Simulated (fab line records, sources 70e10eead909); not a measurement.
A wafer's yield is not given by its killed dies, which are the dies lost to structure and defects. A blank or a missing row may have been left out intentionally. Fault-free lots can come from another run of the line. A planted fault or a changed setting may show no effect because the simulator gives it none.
fab line records	flow nandHarc
[record] lots = 7	wafers = 21	lastDay = 24
route steps=1159 shown A_STAIRCASE@616 END@1159
lots with no fault: from the same line, run without faults
startH: the number of hours between the record's first day and the start of the first shown wafer of the lot	waitH: hours elapsed since this lot's preceding step	" unchanged from the row above	L1.1+2: one row covering several wafers at once	- no value present, or no start provided	* or withheld: withheld	< > ~ a bound
route shown NAME@n: names a module that has steps shown in the file, with the first one's number in the route	usual: the fault-free wafers' mean and standard deviation	same: alike in all rows	chamber/n: place in a boat	sites: the reading at each site	_std_site: their standard deviation	_edge_site: outer sites' mean less inner sites'	radiusMm: how far each site lies from the wafer's centre	mask NAME#n: copy n	behind: the last tool/chamber to shape the wafer	hold: the reason the lot was held/the length of the hold in hours/how it ended	device: transistor that didn't switch, given as n, p or np	end of line: the tests these same wafers got at the end of their route	a step with no rows: only its recipe	killed: not the wafer's yield, but the dies lost to structure and defects at the first sort	map: dies across one wafer; x = killed, . = not, _ = none there
set.NAME: the setting as run; set.NAME@STEP: as run at that earlier step	model.NAME: the simulator's own value behind a step, which no gauge read
lots at selected steps of the route; one table per step, one row per wafer
services: when a tool's chamber went out of use (startH, in hours from the record's first day, below 0 if earlier), for how many hours, and the reason
[[steps]]
[step NHARC_A_STAIRCASE_TRIM_222]
[recipe] timeS = 211.2	o2FlowSccm = 500	arFlowSccm = 0	biasW = 0	chemistry = O2
[step NHARC_A_STAIRCASE_ETCH_223]
[recipe] targetDepthA = 1000	timeS = 40.5	ionEnergyEv = 400	c4f8FlowSccm = 20	o2FlowSccm = 10	arFlowSccm = withheld	rfW = 600	biasW = 1000	chemistry = C4F8/O2
[step NHARC_A_STAIRCASE_TRIM_224]
[recipe] timeS = 211.2	o2FlowSccm = 500	arFlowSccm = 0	biasW = 0	chemistry = O2
[usual] drypumpMotorCurrentA = 5.7/0.31	oesProductAu = 0.998/0.0095	rfVppV = 57.9/0.85	showerheadPlenumPTorr = 3.58/0.12	throttleValvePct = 17.038/0.0093
lot.wafer	tool	chamber	startH	waitH	drypumpMotorCurrentA	oesProductAu	rfHoursCounterH	rfVppV	showerheadPlenumPTorr	throttleValvePct
L565.2	rieDiel-08	3	-	-	6.2	0.993	43	58.2	3.66	17.031
L565.4	"	1	"	"	5.7	0.993	41	58.8	3.73	17.047
L565.3	"	2	"	"	5.5	0.987	45	57.7	3.71	17.023
L564.3	rieDiel-12	0	-	-	5.7	0.988	12	58.6	3.45	17.019
L564.5	"	0	"	"	5.6	0.989	-	56.6	3.45	17.042
L564.6	"	1	"	"	6.0	1.007	-	57.5	3.46	17.050
L568.3	rieDiel-04	0	-	-	5.6	0.993	51	58.9	3.58	17.056
L568.2	"	1	"	"	5.6	1.007	57	59.4	3.63	17.036
L568.5	"	2	"	"	6.2	0.993	-	57.6	3.55	17.046
L570.1	rieDiel-12	3	-	-	5.2	0.993	24	57.8	3.71	17.060
L570.6	"	0	"	"	5.6	0.988	-	57.9	3.44	17.043
L570.5	"	1	"	"	6.0	1.002	-	56.8	3.45	17.043
L581.1	rieDiel-12	3	-	-	5.2	0.995	47	58.1	3.70	17.032
L581.3	"	0	"	"	5.6	0.998	43	57.5	3.43	17.036
L581.6	"	3	"	"	5.2	0.995	-	57.8	3.70	17.028
L579.4	rieDiel-12	0	-	-	5.7	1.005	47	57.8	3.43	17.039
L579.3	"	1	"	"	6.0	0.985	51	57.7	3.44	17.031
L579.5	"	3	"	"	5.1	0.990	-	58.9	3.69	17.044
L584.3	rieDiel-08	1	-	-	5.7	1.010	20	59.9	3.71	17.031
L584.6	"	0	"	"	5.2	1.022	-	58.6	3.45	17.042
L584.5	"	1	"	"	5.7	1.007	-	59.3	3.71	17.035
[step NHARC_A_STAIRCASE_ETCH_225]
[recipe] targetDepthA = 1000	timeS = 40.5	ionEnergyEv = 400	c4f8FlowSccm = 20	o2FlowSccm = 10	arFlowSccm = withheld	rfW = 600	biasW = 1000	chemistry = C4F8/O2
[step NHARC_A_STAIRCASE_TRIM_226]
[recipe] timeS = 211.2	o2FlowSccm = 500	arFlowSccm = 0	biasW = 0	chemistry = O2
[step NHARC_A_STAIRCASE_ETCH_227]
[recipe] targetDepthA = 1000	timeS = 40.5	ionEnergyEv = 400	c4f8FlowSccm = 20	o2FlowSccm = 10	arFlowSccm = withheld	rfW = 600	biasW = 1000	chemistry = C4F8/O2
[step NHARC_A_STAIRCASE_TRIM_229]
[recipe] timeS = 211.2	o2FlowSccm = 500	arFlowSccm = 0	biasW = 0	chemistry = O2
[step NHARC_A_STAIRCASE_ETCH_230]
[recipe] targetDepthA = 1000	timeS = 40.5	ionEnergyEv = 400	c4f8FlowSccm = 20	o2FlowSccm = 10	arFlowSccm = withheld	rfW = 600	biasW = 1000	chemistry = C4F8/O2
[step NHARC_A_STAIRCASE_TRIM_231]
[recipe] timeS = 211.2	o2FlowSccm = 500	arFlowSccm = 0	biasW = 0	chemistry = O2
[step NHARC_A_STAIRCASE_ETCH_232]
[recipe] targetDepthA = 1000	timeS = 40.5	ionEnergyEv = 400	c4f8FlowSccm = 20	o2FlowSccm = 10	arFlowSccm = withheld	rfW = 600	biasW = 1000	chemistry = C4F8/O2
[step NHARC_A_STAIRCASE_TRIM_233]
[recipe] timeS = 211.2	o2FlowSccm = 500	arFlowSccm = 0	biasW = 0	chemistry = O2
[step NHARC_A_STAIRCASE_ETCH_234]
[recipe] targetDepthA = 1000	timeS = 40.5	ionEnergyEv = 400	c4f8FlowSccm = 20	o2FlowSccm = 10	arFlowSccm = withheld	rfW = 600	biasW = 1000	chemistry = C4F8/O2
[usual] oesProductAu = 0.941/0.012	rfVppV = 898/4.1
lot.wafer	tool	chamber	startH	waitH	oesProductAu	rfHoursCounterH	rfVppV
L565.2	rieDiel-12	0	255.58	-	0.935	10	893
L565.3	"	1	"	"	0.935	14	893
L565.4	"	2	"	"	0.940	14	905
L564.3	rieDiel-04	3	263.90	-	0.936	49	897
L564.6	"	1	"	"	0.944	-	900
L564.5	"	2	"	"	0.928	-	896
L568.3	rieDiel-04	1	269.11	-	0.953	60	899
L568.2	"	3	"	"	0.949	52	898
L568.5	"	1	"	"	0.947	-	898
L570.1	rieDiel-08	1	281.86	-	0.942	49	903
L570.5	"	3	"	"	0.942	-	901
L570.6	"	0	"	"	0.964	-	895
L581.3	rieDiel-12	1	347.23	-	0.913	49	892
L581.1	"	2	"	"	0.924	50	903
L581.6	"	1	"	"	0.919	-	893
L579.4	rieDiel-12	1	354.34	-	0.932	52	892
L579.3	"	3	"	"	0.950	52	901
L579.5	"	0	"	"	0.946	-	893
L584.3	rieDiel-12	2	369.67	-	0.945	57	903
L584.5	"	1	"	"	0.937	-	893
L584.6	"	2	"	"	0.960	-	904
[step NHARC_A_STAIRCASE_TRIM_235]
[recipe] timeS = 211.2	o2FlowSccm = 500	arFlowSccm = 0	biasW = 0	chemistry = O2
[step NHARC_A_STAIRCASE_ETCH_236]
[recipe] targetDepthA = 1000	timeS = 40.5	ionEnergyEv = 400	c4f8FlowSccm = 20	o2FlowSccm = 10	arFlowSccm = withheld	rfW = 600	biasW = 1000	chemistry = C4F8/O2
[step NHARC_A_STAIRCASE_STRIP_238]
[recipe] powerW = 1500	tempC = 250	chemistry = O2
[step NHARC_A_STAIRCASE_STRIP_239]
[recipe] timeS = 900	tempC = 130	chemistry = SPM
[step NHARC_A_STAIRCASE_PRECLEAN_240]
[recipe] timeS = *	tempC = 50	bathAgeMin = 0	chemistry = SC1
[step NHARC_A_STAIRCASE_SRD_241]
[step NHARC_A_STAIRCASE_DEHYDRATE_242]
[recipe] tempC = 150	timeS = 120
[step NHARC_A_STAIRCASE_HMDS_243]
[recipe] timeS = 30
[step NHARC_A_STAIRCASE_COAT_244]
[recipe] spinRpm = 1200
[step NHARC_A_STAIRCASE_SOFTBAKE_245]
[recipe] tempC = 135	timeS = 170
[step NHARC_A_STAIRCASE_EBR_246]
[step NHARC_A_STAIRCASE_EXPOSE_247]
[recipe] na = 0.5	doseMj = 25.34	maskId = SDS_1
[step NHARC_A_STAIRCASE_PEB_248]
[recipe] pebTempC = 115	pebTimeS = 130
[step NHARC_A_STAIRCASE_DEVELOP_249]
[recipe] timeS = 140
[step NHARC_A_STAIRCASE_HARDBAKE_251]
[recipe] tempC = 120	timeS = 140
[step NHARC_A_STAIRCASE_DESCUM_252]
[recipe] timeS = 3	o2FlowSccm = 200	arFlowSccm = 0	biasPowerW = 0	chemistry = O2
[usual] drypumpMotorCurrentA = 5.6/0.31	oesProductAu = 0.997/0.0093	rfVppV = 57.9/0.84	showerheadPlenumPTorr = 1.95/0.073	throttleValvePct = 11.310/0.009
lot.wafer	tool	chamber	startH	waitH	drypumpMotorCurrentA	oesProductAu	rfHoursCounterH	rfVppV	showerheadPlenumPTorr	throttleValvePct
L565.2	rieDiel-12	3	258.85	-	5.2	1.004	16	56.9	2.02	11.315
L565.4	"	0	"	"	5.6	0.994	12	58.0	1.87	11.303
L565.3	"	1	"	"	6.0	1.000	16	56.3	1.87	11.313
L564.3	rieDiel-12	2	267.16	-	5.5	0.999	21	57.9	2.05	11.315
L564.5	"	1	"	"	5.9	0.999	-	56.5	1.87	11.331
L564.6	"	2	"	"	5.5	1.000	-	58.2	2.05	11.310
L568.2	rieDiel-04	0	271.07	-	5.6	0.992	54	58.1	1.94	11.307
L568.3	"	2	"	"	6.2	0.993	58	57.8	1.93	11.319
L568.5	"	0	"	"	5.6	0.998	-	58.0	1.94	11.317
L570.1	rieDiel-12	0	288.23	-	5.6	1.002	23	59.3	1.86	11.314
L570.5	"	0	"	"	5.6	0.991	-	57.3	1.86	11.316
L570.6	"	1	"	"	6.0	0.991	-	58.4	1.87	11.310
L581.3	rieDiel-12	2	349.42	-	5.6	1.000	51	57.6	2.04	11.301
L581.1	"	0	"	"	5.6	0.999	46	58.6	1.85	11.305
L581.6	"	3	"	"	5.2	0.996	-	57.8	2.01	11.319
L579.4	rieDiel-12	0	356.28	-	5.6	1.005	48	58.8	1.85	11.302
L579.3	"	1	"	"	6.0	0.981	52	58.2	1.86	11.315
L579.5	"	0	"	"	5.6	0.998	-	57.2	1.85	11.302
L584.3	rieDiel-12	1	371.60	-	6.0	0.989	58	58.8	1.86	11.302
L584.5	"	3	"	"	5.2	0.984	-	57.7	2.01	11.301
L584.6	"	0	"	"	5.6	1.007	-	57.6	1.85	11.289
[step NHARC_A_STAIRCASE_ETCH_253]
[recipe] targetDepthA = 500	timeS = 20.2	ionEnergyEv = 400	c4f8FlowSccm = 20	o2FlowSccm = 10	arFlowSccm = withheld	rfW = 600	biasW = 1000	chemistry = C4F8/O2
[usual] oesProductAu = 0.951/0.018	rfVppV = 898/4.5
lot.wafer	tool	chamber	startH	waitH	oesProductAu	rfHoursCounterH	rfVppV
L565.2	rieDiel-12	0	258.93	0.1	0.955	12	893
L565.3	"	1	"	"	0.948	16	893
L565.4	"	3	"	"	0.961	16	903
L564.3	rieDiel-12	2	267.35	0.2	0.937	21	904
L564.5	"	0	"	"	0.927	-	892
L564.6	"	1	"	"	0.934	-	894
L568.2	rieDiel-04	0	271.17	0.1	0.947	54	898
L568.3	"	2	"	"	0.941	58	897
L568.5	"	0	"	"	0.945	-	899
L570.1	rieDiel-12	1	288.32	0.1	0.927	27	893
L570.6	"	0	"	"	0.916	-	892
L570.5	"	1	"	"	0.928	-	893
L581.3	rieDiel-12	2	349.51	0.1	0.934	51	903
L581.1	"	3	"	"	0.951	51	902
L581.6	"	2	"	"	0.934	-	903
L579.3	rieDiel-12	3	356.36	0.1	0.945	52	902
L579.4	"	1	"	"	0.951	52	892
L579.5	"	3	"	"	0.951	-	902
L584.3	rieDiel-12	1	371.68	0.1	0.941	58	893
L584.6	"	2	"	"	0.948	-	904
L584.5	"	3	"	"	0.926	-	901
[step NHARC_A_STAIRCASE_STRIP_254]
[recipe] powerW = 1500	tempC = 250	chemistry = O2
[usual] drypumpMotorCurrentA = 5.76/0.2	heaterPowerW = 313/46
lot.wafer	tool	chamber	startH	waitH	drypumpMotorCurrentA	heaterPowerW	rfHoursCounterH
L565.2	plasmaAsher-02	0	259.02	-	5.91	252	23
L565.3	"	0	"	"	5.92	256	-
L565.4	"	1	"	"	5.85	319	-
L564.3	plasmaAsher-02	1	267.58	-	5.89	325	-
L564.6	"	0	"	"	5.95	257	-
L564.5	"	1	"	"	5.89	338	-
L568.2	plasmaAsher-01	1	271.26	-	5.38	326	59
L568.3	"	1	"	"	5.36	320	-
L568.5	"	1	"	"	5.35	323	-
L570.1	plasmaAsher-01	1	288.68	-	5.37	319	3
L570.5	"	1	"	"	5.40	307	-
L570.6	"	0	"	"	5.67	384	-
L581.1	plasmaAsher-02	1	349.60	-	5.87	337	50
L581.3	"	0	"	"	5.93	255	-
L581.6	"	1	"	"	5.87	336	-
L579.4	plasmaAsher-01	1	356.54	-	5.37	317	-
L579.3	"	0	"	"	5.68	379	-
L579.5	"	1	"	"	5.37	312	-
L584.3	plasmaAsher-02	1	371.90	-	5.87	332	-
L584.5	"	0	"	"	5.94	243	-
L584.6	"	1	"	"	5.88	336	-
[step NHARC_A_STAIRCASE_STRIP_255]
[recipe] timeS = 900	tempC = 130	chemistry = SPM
[step NHARC_A_STAIRCASE_PRECLEAN_256]
[recipe] timeS = *	tempC = 50	bathAgeMin = 0	chemistry = SC1
[step NHARC_A_STAIRCASE_SRD_257]
[step NHARC_A_STAIRCASE_HM_DEP_456]
[recipe] targetThkA = 15000	tempC = 400	material = aC
[step NHARC_A_STAIRCASE_DEP_259]
[recipe] targetThkA = 300	targetThkNm = 30	tempC = 400	pressureTorr = 3.5	flowSccm = 200	rfW = 350	material = SiON
[usual] heaterPowerW = 752/73
lot.wafer	tool	chamber	startH	waitH	heaterPowerW
L565.2	pecvd-01	0	263.43	1.3	626
L565.3	"	2	"	"	740
L565.4	"	2	"	"	756
L564.3	pecvd-01	1	270.16	1.0	780
L564.6	"	0	"	"	706
L564.5	"	1	"	"	787
L568.3	pecvd-04	1	273.95	1.0	885
L568.2	"	0	"	"	766
L568.5	"	0	"	"	740
L570.1	pecvd-01	0	291.39	1.6	722
L570.5	"	2	"	"	754
L570.6	"	1	"	"	749
L581.3	pecvd-03	0	355.13	0.9	696
L581.1	"	1	"	"	793
L581.6	"	0	"	"	682
L579.3	pecvd-03	1	360.16	0.9	815
L579.4	"	1	"	"	802
L579.5	"	0	"	"	672
L584.3	pecvd-04	2	375.04	1.0	727
L584.6	"	2	"	"	736
L584.5	"	0	"	"	832
[step NHARC_A_STAIRCASE_DEHYDRATE_281]
[recipe] tempC = 150	timeS = 120
[step NHARC_A_STAIRCASE_HMDS_282]
[recipe] timeS = 30
[step NHARC_A_STAIRCASE_COAT_283]
[recipe] spinRpm = 1200
[step NHARC_A_STAIRCASE_SOFTBAKE_284]
[recipe] tempC = 135	timeS = 170
[step NHARC_END_SORT_01]
[recipe] tempC = 25
[usual] killedAtArray = 28/8.6	killedAtOther = 0.7/1.2	killedAtPeriphery = 3.1/2.3	killedDies = 32/8.7	killedOpen = 3.2/1.7	killedShort = 2.0/1.5
[same] grossDies = 677
lot.wafer	tool	chamber	startH	waitH	killedAtArray	killedAtOther	killedAtPeriphery	killedDies	killedOpen	killedShort
L579.3	prober-01	0	550.74	3.1	124	1	7	132	3	3
L579.4	prober-01	0	551.54	3.4	96	0	3	99	2	1
L579.5	prober-01	0	552.34	3.7	140	0	6	146	1	1
L581.1	prober-02	0	554.11	2.5	120	0	2	122	1	2
L581.3	prober-02	0	555.74	3.1	72	0	2	74	4	0
L581.6	prober-02	0	558.18	4.1	82	0	6	88	2	3
L584.3	prober-01	0	584.01	3.1	115	0	2	117	4	1
L584.5	prober-01	0	585.60	3.7	75	2	5	82	8	0
L584.6	prober-01	0	586.39	4.0	122	0	3	125	1	0
// killed by level:class
L579.3 A_STAIRCASE:unspecified=79 A_CHANNEL_HOLE_D1:chamberFilmFlake=16 A_SLIT:chamberFilmFlake=15 A_CONTACT:chamberFilmFlake=8 P_ZERO_WELL:chamberFilmFlake=4 P_CONTACT:geometricParticle:short=2 A_WL_FILL:chamberFilmFlake=2 A_ONON_D1:geometricParticle:open=1
L579.4 A_STAIRCASE:unspecified=57 A_CONTACT:chamberFilmFlake=15 A_CHANNEL_HOLE_D1:chamberFilmFlake=8 A_SLIT:chamberFilmFlake=8 P_ZERO_WELL:chamberFilmFlake=3 A_BONDPAD:chamberFilmFlake=3 A_STAIRCASE:chamberFilmFlake=2 A_CONTACT:geometricParticle:open=1
L579.5 A_STAIRCASE:unspecified=102 A_CHANNEL_HOLE_D1:chamberFilmFlake=23 A_CONTACT:chamberFilmFlake=7 A_SLIT:chamberFilmFlake=5 P_ZERO_WELL:chamberFilmFlake=3 P_GATE:geometricParticle:open=1 A_BLC:geometricParticle:short=1 P_STI:chamberFilmFlake=1
L581.1 A_STAIRCASE:unspecified=101 A_CHANNEL_HOLE_D1:chamberFilmFlake=7 A_CONTACT:chamberFilmFlake=5 P_STI:chamberFilmFlake=2 A_BONDPAD:chamberFilmFlake=2 A_ONON_D1:geometricParticle:open=1 A_WL_FILL:geometricParticle:short=1 A_CONTACT:geometricParticle:short=1
L581.3 A_STAIRCASE:unspecified=49 A_CHANNEL_HOLE_D1:chamberFilmFlake=16 A_M1:geometricParticle:open=2 A_BONDPAD:chamberFilmFlake=2 P_M0:geometricParticle:open=1 A_BLC:geometricParticle:open=1 P_STI:chamberFilmFlake=1 A_WL_FILL:chamberFilmFlake=1
L581.6 A_STAIRCASE:unspecified=51 A_CHANNEL_HOLE_D1:chamberFilmFlake=19 A_CONTACT:chamberFilmFlake=5 P_ZERO_WELL:chamberFilmFlake=2 A_STAIRCASE:chamberFilmFlake=2 P_CONTACT:geometricParticle:short=1 P_M0:geometricParticle:open=1 A_CHANNEL_HOLE_D1:geometricParticle:short=1
L584.3 A_STAIRCASE:unspecified=101 A_M1:chamberFilmFlake=4 A_BLC:geometricParticle:open=3 A_CONTACT:chamberFilmFlake=3 P_STI:geometricParticle:short=1 A_CHANNEL_FILL_D1:geometricParticle:open=1 P_M0:chamberFilmFlake=1 A_ZERO_WELL:chamberFilmFlake=1
L584.5 A_STAIRCASE:unspecified=49 A_CHANNEL_HOLE_D1:chamberFilmFlake=8 A_CONTACT:chamberFilmFlake=4 A_SLIT:chamberFilmFlake=3 A_CHANNEL_HOLE_D1:geometricParticle:open=2 A_CONTACT:geometricParticle:open=2 A_ZERO_WELL:chamberFilmFlake=2 A_STAIRCASE:chamberFilmFlake=2
L584.6 A_STAIRCASE:unspecified=106 A_CHANNEL_HOLE_D1:chamberFilmFlake=7 A_WL_FILL:chamberFilmFlake=3 P_GATE:chamberFilmFlake=2 A_STAIRCASE:chamberFilmFlake=2 A_CONTACT:geometricParticle:open=1 P_M0:chamberFilmFlake=1 A_SLIT:chamberFilmFlake=1
// map L579.5 (x killed, . not)
____________.____________
_________......._________
_______..........._______
______.............______
_____..x....x......._____
____.....xx..........____
____.....x.x.........____
___........x.......x..___
___.......xxx......x..___
__......x.x.x..........__
__....xxxx.x..x........__
_.....x..x.x.x.........._
_.x......x.............._
_...........x..........._
_.........x........x...._
_..........x.x.........._
..........x..............
.........xxx.xx..xx......
.........xxxxx.x.x.x.....
........xxxxxxxx.........
.........xxxxxxx.........
_...x..xxxxxxxxxx......._
_.......xxxxxxxxx......._
_....x.xxxxxxxxxx......._
_.......xxxxxxxxx......._
_.......xxxxxxxxxx......_
__.......xxxxxxxx......__
__.......xxxxxxx.......__
___......xxxxxx.....x.___
___.......xxxx........___
____.....xx....x.....____
____........x........____
_____......x........_____
______.............______
_______...x.....x._______
_________......._________
____________.____________
// map L581.1 (x killed, . not)
____________.____________
_________......._________
_______..........._______
______.............______
_____.......x......._____
____.x...............____
____.................____
___...................___
___...................___
__.....................__
__..x..................__
_......................._
_......................._
_..................x...._
_......................._
_......................._
............x............
..............x..........
.......x.................
...................x.....
..................x......
_......................._
_.x...........x........._
_...........xxx..x......_
_....x....xxxxxx........_
_.....x.xxxxxxxxxx......_
__.......xxxxxxxxx.....__
__......xxxxxxxxxx.....__
___...xxxxxxxxxxxx.x..___
___.....xxxxxxxxxxx...___
____.....xxxxxxxxxx..____
____....xxxxxxxx.x...____
_____....xxxxxxxx..._____
______....xxxxxxx..______
_______.x.xxxxxx.._______
_________..xxxxx_________
____________.____________
[[services]]
tool	chamber	startH	hours	kind
rieDiel-12	1	235.84	2.4	repair
rieDiel-12	0	235.94	-	clean
rieDiel-12	2	235.94	-	clean
rieDiel-12	3	235.94	-	clean
pecvd-01	-	237.61	13.0	pm
pecvd-03	0	244.96	4.7	repair
rieDiel-12	0	245.72	8.6	repair
rieDiel-12	0	260.44	-	clean
rieDiel-12	1	260.44	-	clean
rieDiel-12	2	260.44	-	clean
pecvd-03	1	260.67	5.3	repair
plasmaAsher-01	-	276.33	9.0	pm
plasmaAsher-02	-	279.24	13.0	repair
pecvd-04	-	281.95	1.7	repair
pecvd-03	-	282.53	3.5	repair
rieDiel-04	-	288.92	9.0	pm
pecvd-03	-	292.28	13.0	pm
plasmaAsher-02	-	296.78	2.0	repair
pecvd-04	-	303.95	0.9	repair
pecvd-04	2	308.11	5.9	repair
rieDiel-08	-	312.16	1.9	repair
pecvd-04	1	327.35	8.2	repair
rieDiel-08	1	338.56	8.3	repair
plasmaAsher-02	-	360.04	9.0	pm
[[key]]
[firstSign] step = NHARC_END_SORT_01	reading = killedAtArray	direction = up	sigmas = 9	usual = 28	struck = 105
[effect] step = NHARC_END_SORT_01	reading = killedDies	direction = up	sigmas = 8.9	usual = 32	struck = 109
[moreKillsBornAt] NHARC_A_STAIRCASE_ETCH_234@rieDiel-12 = 680
metAt NHARC_A_STAIRCASE_ETCH_234
struckWafers L579.3,L579.4,L579.5,L581.1,L581.3,L581.6,L584.3,L584.5,L584.6
testerLeftOut L579,L581,L584
onsetBetween 255.58 347.23
alsoFits time
[fault] kind = chamberParticleSource	tool = rieDiel-12	chamber = -	onsetH = 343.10	steps = NHARC_A_STAIRCASE_ETCH_234	ratePerVisitCm2 = 1.9748	endH = 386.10
// testerLeftOut: of these lots the tester's yield and bins aren't shown, on N5 and GAA mostly nor the transistor test; their killed dies are dies lost to structure and defects alone, not to doping, threshold or leakage, so they don't give the yield
